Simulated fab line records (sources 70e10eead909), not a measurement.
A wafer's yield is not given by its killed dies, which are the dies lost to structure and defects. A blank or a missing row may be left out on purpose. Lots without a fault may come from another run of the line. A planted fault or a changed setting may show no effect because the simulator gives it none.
What tool caused it? :: flow nand-harc :: 13 lots, 37 wafers sampled, at 5 steps of a route of 1302

== WHAT THE GAUGES SHOWED, per wafer ==
NHARC_END_SORT_01.
lot: L599
measured: day 29 18:49
on: prober-02
killed-at-array: 68 69 75
killed-at-other: 3 2 0
killed-at-periphery: 3 3 7
killed-dies: 74 74 82
killed-open: 2 2 2
killed-short: 5 1 1

lot: L605
measured: day 31 00:04
on: prober-01
killed-at-array: 31 412 28
killed-at-other: 4 1 1
killed-at-periphery: 1 7 2
killed-dies: 36 420 31
killed-open: 1 0 1
killed-short: 3 4 6

== WHAT TOOL EACH LOT RAN ON (gives the tool, then ch and the chambers of the sampled wafers, and finally the start) ==
lot: L589
NHARC_A_CONTACT_ETCH_136: har-cap-etch-01 ch 0,1, day 22 10:31
NHARC_A_CONTACT_ETCH_98: rie-diel-10 ch 1,2,3, day 22 12:02
NHARC_A_CONTACT_ETCH_110: rie-diel-11 ch 0,1,2, day 22 12:26
NHARC_A_CONTACT_ALD_18: ald-metal-03 ch 1,2, day 22 13:05

lot: L591
NHARC_A_CONTACT_ETCH_136: har-cap-etch-02 ch 0,1, day 22 23:30
NHARC_A_CONTACT_ETCH_98: rie-diel-09 ch 0,1,3, day 23 01:01
NHARC_A_CONTACT_ETCH_110: rie-diel-10 ch 0,2, day 23 01:24
NHARC_A_CONTACT_ALD_18: ald-metal-03 ch 1,2,3, day 23 02:04

lot: L590
NHARC_A_CONTACT_ETCH_136: har-cap-etch-03 ch 0,1, day 23 01:05
NHARC_A_CONTACT_ETCH_98: rie-diel-09 ch 0,1,2, day 23 02:36
NHARC_A_CONTACT_ETCH_110: rie-diel-09 ch 0,1,2, day 23 02:59
NHARC_A_CONTACT_ALD_18: ald-metal-04 ch 0,1,3, day 23 03:39

lot: L592
NHARC_A_CONTACT_ETCH_136: har-cap-etch-03 ch 0,1, day 23 14:05
NHARC_A_CONTACT_ETCH_98: rie-diel-11 ch 0,1,3, day 23 15:33
NHARC_A_CONTACT_ETCH_110: rie-diel-09 ch 0,3, day 23 15:55
NHARC_A_CONTACT_ALD_18: ald-metal-01 ch 1,2,3, day 23 16:37

lot: L595
NHARC_A_CONTACT_ETCH_136: har-cap-etch-02 ch 0,1, day 25 01:01
NHARC_A_CONTACT_ETCH_98: rie-diel-11 ch 1,2, day 25 02:41
NHARC_A_CONTACT_ETCH_110: rie-diel-11 ch 1,2, day 25 03:06
NHARC_A_CONTACT_ALD_18: ald-metal-03 ch 0,2,3, day 25 03:49

lot: L599
NHARC_A_CONTACT_ETCH_136: har-cap-etch-01 ch 0,1, day 27 10:08
NHARC_A_CONTACT_ETCH_98: rie-diel-09 ch 0,1,3, day 27 11:44
NHARC_A_CONTACT_ETCH_110: rie-diel-10 ch 1,2, day 27 12:11
NHARC_A_CONTACT_ALD_18: ald-metal-04 ch 0,1, day 27 12:50

lot: L601
NHARC_A_CONTACT_ETCH_136: har-cap-etch-03 ch 0, day 27 11:32
NHARC_A_CONTACT_ETCH_98: rie-diel-10 ch 0,1,3, day 27 13:02
NHARC_A_CONTACT_ETCH_110: rie-diel-11 ch 0,1,2, day 27 13:25
NHARC_A_CONTACT_ALD_18: ald-metal-03 ch 0,1,2, day 27 14:04

lot: L600
NHARC_A_CONTACT_ETCH_136: har-cap-etch-03 ch 0,1, day 27 18:54
NHARC_A_CONTACT_ETCH_98: rie-diel-11 ch 0,1,3, day 27 20:19
NHARC_A_CONTACT_ETCH_110: rie-diel-10 ch 0,1,2, day 27 20:41
NHARC_A_CONTACT_ALD_18: ald-metal-04 ch 1,3, day 27 21:20

lot: L603
NHARC_A_CONTACT_ETCH_136: har-cap-etch-02 ch 0,1, day 28 07:38
NHARC_A_CONTACT_ETCH_98: rie-diel-11 ch 0,2,3, day 28 09:08
NHARC_A_CONTACT_ETCH_110: rie-diel-09 ch 0,1, day 28 09:34
NHARC_A_CONTACT_ALD_18: ald-metal-01 ch 0,1,2, day 28 10:26

lot: L602
NHARC_A_CONTACT_ETCH_136: har-cap-etch-03 ch 0,1, day 28 11:15
NHARC_A_CONTACT_ETCH_98: rie-diel-11 ch 3, day 28 12:38
NHARC_A_CONTACT_ETCH_110: rie-diel-10 ch 0,2, day 28 13:01
NHARC_A_CONTACT_ALD_18: ald-metal-03 ch 0,2, day 28 13:43

lot: L605
NHARC_A_CONTACT_ETCH_136: har-cap-etch-02 ch 0,1, day 29 01:02
NHARC_A_CONTACT_ETCH_98: rie-diel-11 ch 0,2,3, day 29 02:31
NHARC_A_CONTACT_ETCH_110: rie-diel-11 ch 0,1,3, day 29 02:55
NHARC_A_CONTACT_ALD_18: ald-metal-04 ch 0,1,3, day 29 03:34

lot: L604
NHARC_A_CONTACT_ETCH_136: har-cap-etch-01 ch 0, day 29 05:35
NHARC_A_CONTACT_ETCH_98: rie-diel-11 ch 0,1, day 29 07:04
NHARC_A_CONTACT_ETCH_110: rie-diel-11 ch 1,2, day 29 07:29
NHARC_A_CONTACT_ALD_18: ald-metal-04 ch 0,1, day 29 08:15

lot: L610
NHARC_A_CONTACT_ETCH_136: har-cap-etch-03 ch 0,1, day 31 10:19
NHARC_A_CONTACT_ETCH_98: rie-diel-11 ch 0,2,3, day 31 12:11
NHARC_A_CONTACT_ETCH_110: rie-diel-11 ch 1,2,3, day 31 12:34
NHARC_A_CONTACT_ALD_18: ald-metal-01 ch 1,2, day 31 13:12
- NHARC_A_CONTACT_ETCH_136: etches the open film in C4F8/O2/Ar, time 311 s, target depth 1912 nm.
- NHARC_A_CONTACT_ETCH_98: etches the open film in C4F6/O2, target depth 20 nm, time 10 s.
- NHARC_A_CONTACT_ETCH_110: etches the open film in CF4/O2, target depth 60 nm, overetch 6 nm, time 33 s.
- NHARC_A_CONTACT_ALD_18: deposits TiN, target thk 3 nm, pulse time 1 s, ald cycles 150.

== AS READ BY THE TOOLS THEMSELVES (means over the sampled wafers that have a number; for cases with no such wafer, the mark the record gives instead) ==
NHARC_A_CONTACT_ETCH_98.
lot: L589
tool: rie-diel-10
c4f6-flow-sccm (sccm): 24.93
drypump-motor-current-A (A): 5.7
oes-product-au (a.u.): 0.957
rf-vpp-V (V): 546.1
showerhead-plenum-p-Torr (Torr): 3.88
throttle-valve-pct (%): 26.900

lot: L591
tool: rie-diel-09
c4f6-flow-sccm (sccm): 25.04
drypump-motor-current-A (A): 6.1
oes-product-au (a.u.): 0.996
rf-vpp-V (V): 545.2
showerhead-plenum-p-Torr (Torr): 3.86
throttle-valve-pct (%): 26.908

lot: L590
tool: rie-diel-09
c4f6-flow-sccm (sccm): 24.99
drypump-motor-current-A (A): 6.2
oes-product-au (a.u.): 0.968
rf-vpp-V (V): 543.8
showerhead-plenum-p-Torr (Torr): 3.79
throttle-valve-pct (%): 26.904

lot: L592
tool: rie-diel-11
c4f6-flow-sccm (sccm): 24.96
drypump-motor-current-A (A): 6.0
oes-product-au (a.u.): 0.947
rf-vpp-V (V): 547.7
showerhead-plenum-p-Torr (Torr): 3.98
throttle-valve-pct (%): 26.901

lot: L595
tool: rie-diel-11
c4f6-flow-sccm (sccm): 25.01
drypump-motor-current-A (A): 5.6
oes-product-au (a.u.): 0.947
rf-vpp-V (V): 548.4
showerhead-plenum-p-Torr (Torr): 3.99
throttle-valve-pct (%): 26.904

lot: L599
tool: rie-diel-09
c4f6-flow-sccm (sccm): 25.05
drypump-motor-current-A (A): 6.1
oes-product-au (a.u.): 0.958
rf-vpp-V (V): 544.6
showerhead-plenum-p-Torr (Torr): 3.84
throttle-valve-pct (%): 26.905

lot: L601
tool: rie-diel-10
c4f6-flow-sccm (sccm): 25.01
drypump-motor-current-A (A): 5.7
oes-product-au (a.u.): 0.932
rf-vpp-V (V): 544.9
showerhead-plenum-p-Torr (Torr): 3.85
throttle-valve-pct (%): 26.888

lot: L600
tool: rie-diel-11
c4f6-flow-sccm (sccm): 24.98
drypump-motor-current-A (A): 6.0
oes-product-au (a.u.): 0.941
rf-vpp-V (V): 547.7
showerhead-plenum-p-Torr (Torr): 3.97
throttle-valve-pct (%): 26.906

lot: L603
tool: rie-diel-11
c4f6-flow-sccm (sccm): 24.97
drypump-motor-current-A (A): 5.8
oes-product-au (a.u.): 0.949
rf-vpp-V (V): 548.3
showerhead-plenum-p-Torr (Torr): 3.97
throttle-valve-pct (%): 26.891

lot: L602
tool: rie-diel-11
c4f6-flow-sccm (sccm): 24.95
drypump-motor-current-A (A): 6.2
oes-product-au (a.u.): 0.863
rf-vpp-V (V): 549.8
showerhead-plenum-p-Torr (Torr): 4.09
throttle-valve-pct (%): 26.907

lot: L605
tool: rie-diel-11
c4f6-flow-sccm (sccm): 25.00
drypump-motor-current-A (A): 5.8
oes-product-au (a.u.): 0.883
rf-vpp-V (V): 548.4
showerhead-plenum-p-Torr (Torr): 3.97
throttle-valve-pct (%): 26.898

lot: L604
tool: rie-diel-11
c4f6-flow-sccm (sccm): 25.04
drypump-motor-current-A (A): 5.9
oes-product-au (a.u.): 0.901
rf-vpp-V (V): 546.0
showerhead-plenum-p-Torr (Torr): 3.90
throttle-valve-pct (%): 26.899

lot: L610
tool: rie-diel-11
c4f6-flow-sccm (sccm): 24.98
drypump-motor-current-A (A): 5.8
oes-product-au (a.u.): 1.000
rf-vpp-V (V): 547.4
showerhead-plenum-p-Torr (Torr): 3.96
throttle-valve-pct (%): 26.903

NHARC_A_CONTACT_ETCH_110.
lot: L589
tool: rie-diel-11
drypump-motor-current-A (A): 5.7
oes-product-au (a.u.): 0.999
rf-vpp-V (V): 197.2
showerhead-plenum-p-Torr (Torr): 1.34
throttle-valve-pct (%): 13.393

lot: L591
tool: rie-diel-10
drypump-motor-current-A (A): 5.7
oes-product-au (a.u.): 0.992
rf-vpp-V (V): 197.6
showerhead-plenum-p-Torr (Torr): 1.30
throttle-valve-pct (%): 13.410

lot: L590
tool: rie-diel-09
drypump-motor-current-A (A): 6.1
oes-product-au (a.u.): 1.013
rf-vpp-V (V): 196.7
showerhead-plenum-p-Torr (Torr): 1.29
throttle-valve-pct (%): 13.397

lot: L592
tool: rie-diel-09
drypump-motor-current-A (A): 6.0
oes-product-au (a.u.): 1.014
rf-vpp-V (V): 197.2
showerhead-plenum-p-Torr (Torr): 1.32
throttle-valve-pct (%): 13.396

lot: L595
tool: rie-diel-11
drypump-motor-current-A (A): 5.5
oes-product-au (a.u.): 1.005
rf-vpp-V (V): 197.8
showerhead-plenum-p-Torr (Torr): 1.36
throttle-valve-pct (%): 13.398

lot: L599
tool: rie-diel-10
drypump-motor-current-A (A): 5.2
oes-product-au (a.u.): 0.983
rf-vpp-V (V): 198.0
showerhead-plenum-p-Torr (Torr): 1.33
throttle-valve-pct (%): 13.394

lot: L601
tool: rie-diel-11
drypump-motor-current-A (A): 5.7
oes-product-au (a.u.): 0.994
rf-vpp-V (V): 198.7
showerhead-plenum-p-Torr (Torr): 1.34
throttle-valve-pct (%): 13.399

lot: L600
tool: rie-diel-10
drypump-motor-current-A (A): 5.5
oes-product-au (a.u.): 0.982
rf-vpp-V (V): 197.0
showerhead-plenum-p-Torr (Torr): 1.31
throttle-valve-pct (%): 13.404

lot: L603
tool: rie-diel-09
drypump-motor-current-A (A): 6.1
oes-product-au (a.u.): 1.013
rf-vpp-V (V): 196.1
showerhead-plenum-p-Torr (Torr): 1.30
throttle-valve-pct (%): 13.400

lot: L602
tool: rie-diel-10
drypump-motor-current-A (A): 5.8
oes-product-au (a.u.): 0.992
rf-vpp-V (V): 195.8
showerhead-plenum-p-Torr (Torr): 1.29
throttle-valve-pct (%): 13.393

lot: L605
tool: rie-diel-11
drypump-motor-current-A (A): 6.0
oes-product-au (a.u.): 0.994
rf-vpp-V (V): 198.5
showerhead-plenum-p-Torr (Torr): 1.35
throttle-valve-pct (%): 13.398

lot: L604
tool: rie-diel-11
drypump-motor-current-A (A): 5.7
oes-product-au (a.u.): 0.996
rf-vpp-V (V): 197.5
showerhead-plenum-p-Torr (Torr): 1.35
throttle-valve-pct (%): 13.406

lot: L610
tool: rie-diel-11
drypump-motor-current-A (A): 5.9
oes-product-au (a.u.): 0.996
rf-vpp-V (V): 198.8
showerhead-plenum-p-Torr (Torr): 1.37
throttle-valve-pct (%): 13.392

NHARC_A_CONTACT_ALD_18.
lot: L589
tool: ald-metal-03
heater-power-w (W): 1024
precursor-pulse-height-rel: 0.997

lot: L591
tool: ald-metal-03
heater-power-w (W): 988
precursor-pulse-height-rel: 1.008

lot: L590
tool: ald-metal-04
heater-power-w (W): 1167
precursor-pulse-height-rel: 0.992

lot: L592
tool: ald-metal-01
heater-power-w (W): 1082
precursor-pulse-height-rel: 0.991

lot: L595
tool: ald-metal-03
heater-power-w (W): 1039
precursor-pulse-height-rel: 1.006

lot: L599
tool: ald-metal-04
heater-power-w (W): 1189
precursor-pulse-height-rel: 1.004

lot: L601
tool: ald-metal-03
heater-power-w (W): 987
precursor-pulse-height-rel: 0.991

lot: L600
tool: ald-metal-04
heater-power-w (W): 1087
precursor-pulse-height-rel: 0.987

lot: L603
tool: ald-metal-01
heater-power-w (W): 1016
precursor-pulse-height-rel: 0.986

lot: L602
tool: ald-metal-03
heater-power-w (W): 1042
precursor-pulse-height-rel: 1.035

lot: L605
tool: ald-metal-04
heater-power-w (W): 1168
precursor-pulse-height-rel: 1.006

lot: L604
tool: ald-metal-04
heater-power-w (W): 1135
precursor-pulse-height-rel: 1.010

lot: L610
tool: ald-metal-01
heater-power-w (W): 1000
precursor-pulse-height-rel: 0.983

== THE ANSWER, worked out from the rows above alone ==
Rule: usual is defined by the lots themselves. Put in order of their means at a reading, lots are off if they are a third of the lots or fewer, leave a main group of 4 or more, and stand apart from it by a gap of 3 or more times the standard deviation of the main group's means; of several such gaps the widest counts. The tables above print the reading to a certain number of digits; a main group whose means all agree to those digits is not used. Also off: a lot with no number at a reading for which 4 or more lots have one. Any other lot the step has rows for is counted as sound. First the gauges in route order, then the tools' own readings, where a lot's mean is used as printed above. The first step at which some lot is off is used, and at that step the reading that is off furthest; a lot without a number counts as furthest.
Across all readings shown, no lot is off: no conclusion can be drawn from this.

== WHAT THE SIMULATOR HAD PUT IN ==
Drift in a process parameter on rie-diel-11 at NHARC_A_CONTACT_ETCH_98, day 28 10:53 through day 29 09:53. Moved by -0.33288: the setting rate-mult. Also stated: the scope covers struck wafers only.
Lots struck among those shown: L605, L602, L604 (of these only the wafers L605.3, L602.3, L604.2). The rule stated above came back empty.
